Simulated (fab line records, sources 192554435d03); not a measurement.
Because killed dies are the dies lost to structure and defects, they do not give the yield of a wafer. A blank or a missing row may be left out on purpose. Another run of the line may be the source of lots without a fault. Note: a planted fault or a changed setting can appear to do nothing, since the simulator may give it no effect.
Split-lot trial    flow n5-finfet    21 wafers read from 7 lots, route of 1938 steps

== ABOUT THE SPLIT ==
At N5_BEOL_M8_DESCUM_33 (chemistry O2, time 7 s), the setting time-s was moved away from the recipe's 7 s on 8 of the 21 wafers read, by -19.1% to +18.6%. For the rest of the wafers, this setting stayed at what the recipe calls for.

== FROM THE SPLIT ON TO THE READING: in between, the file shows 1 step ==
- N5_BEOL_M8_ETCH_72: etches underlayer in N2/H2, target depth 6.5 nm, time 5.2 s

== THE READING ==
CAR-EUV_of_BEOL_M8_COAT_22.thk-nm (the simulator's own value, which no gauge read), in nm, at N5_BEOL_M8_ETCH_65 (etches SiARC in CF4, target depth 15.6 nm, time 26 s). No usual value for it is given in the file. Across the 13 wafers here that went through the recipe, the average is 11.1 nm and the standard deviation 0.12 nm.

wafer   tool, chamber at the split  time-s as run, s  against the recipe  CAR-EUV_of_BEOL_M8_COAT_22.thk-nm, nm  against lot-mates on the recipe
L077.1  rie-diel-05, 1              7                 recipe              11                                     -
L077.2  rie-diel-05, 2              6.167             -11.9%              11.6                                   +0.5
L077.6  rie-diel-05, 0              7                 recipe              11.2                                   -
L078.1  rie-diel-01, 1,0            7                 recipe              11.2                                   -
L078.5  rie-diel-01, 1,0            7                 recipe              11.2                                   -
L078.2  rie-diel-01, 2              8.051             +15.0%              10.6                                   -0.6
L085.1  rie-diel-01, 2              7.989             +14.1%              10.6                                   -0.8
L085.3  rie-diel-01, 1              7                 recipe              11.4                                   -
L085.6  rie-diel-01, 1              7.989             +14.1%              10.8                                   -0.6
L086.1  rie-diel-04, 0,2            7                 recipe              11.2                                   -
L086.5  rie-diel-04, 0,2            7                 recipe              11.2                                   -
L086.4  rie-diel-04, 2              5.666             -19.1%              12                                     +0.8
L087.3  rie-diel-01, 2,3,1          7                 recipe              11                                     -
L087.5  rie-diel-01, 2,3,1          7                 recipe              11                                     -
L087.6  rie-diel-01, 2,3,1          7                 recipe              11                                     -
L092.3  rie-diel-04, 1              8.305             +18.6%              10.4                                   -0.8
L092.4  rie-diel-04, 2              8.305             +18.6%              10.6                                   -0.6
L092.5  rie-diel-04, 0              7                 recipe              11.2                                   -
L095.3  rie-diel-01, 2,3            7                 recipe              11                                     -
L095.5  rie-diel-01, 2,3            7                 recipe              11                                     -
L095.4  rie-diel-01, 0              6.143             -12.2%              11.4                                   +0.4
Rows listing several chambers each stand for several wafers; the file does not say which wafer went through which chamber.

THE FIT
A straight line over all 21 wafers: CAR-EUV_of_BEOL_M8_COAT_22.thk-nm changes by -0.0352 nm for each +1% of time-s; r = -0.94; the points scatter about the line by 0.13 nm.
The same after taking each lot's own level away (the mean of its wafers on the recipe; 21 wafers): -0.0409 nm for each +1%; r = -0.98; scatter 0.075 nm.
That fit puts the effect of the largest move of time-s on the reading at 0.78 nm.
The span of the lots' own levels, 11.00 to 11.40 nm, comes to 3.2 times the standard deviation stated above.
So the slope is not independent of the lot-to-lot level: the two fits are not the same.
Check: +0.759 nm against its lot-mates is what the line predicts for one of the wafers moved furthest among these (-19.1%) when that wafer is left out of the fit. Against them it came out at +0.8 nm.

== ADDITIONAL SPLITS CARRIED BY THESE WAFERS ==
These wafers also went through other splits before the reading. Each is held against what the fit with the lots' levels taken away leaves over:
other split on the same wafers  wafers away from the commonest value  r with CAR-EUV_of_BEOL_M8_COAT_22.thk-nm (lot level and that fit taken away)
N5_BEOL_M6_ETCH_62 time-s       4                                     -0.14
N5_BEOL_M6_COAT_63 spin-rpm     5                                     -0.42
N5_BEOL_M7_EXPOSE_08 dose-mj    10                                    -0.20

== THE WHOLE CHAIN: every reading that the file lists as answering this split, in the file's order ==
step                  what it does                                                 reading                                                                             change (the file's fit)                 r (the file's)
N5_BEOL_M8_DESCUM_33  chemistry O2, time 7 s                                       CAR-EUV_of_BEOL_M8_COAT_22.thk-nm (the simulator's own value, which no gauge read)  -0.0354 nm for each +1% of the setting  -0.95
N5_BEOL_M8_ETCH_72    etches underlayer in N2/H2, target depth 6.5 nm, time 5.2 s  CAR-EUV_of_BEOL_M8_COAT_22.thk-nm (the simulator's own value, which no gauge read)  -0.0417 nm for each +1% of the setting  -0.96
N5_BEOL_M8_ETCH_65    etches SiARC in CF4, target depth 15.6 nm, time 26 s         CAR-EUV_of_BEOL_M8_COAT_22.thk-nm (the simulator's own value, which no gauge read)  -0.0407 nm for each +1% of the setting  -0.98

== THE FILE'S OWN FIT ==
CAR-EUV_of_BEOL_M8_COAT_22.thk-nm changes by -0.0407 nm for each +1% of time-s, r = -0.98.
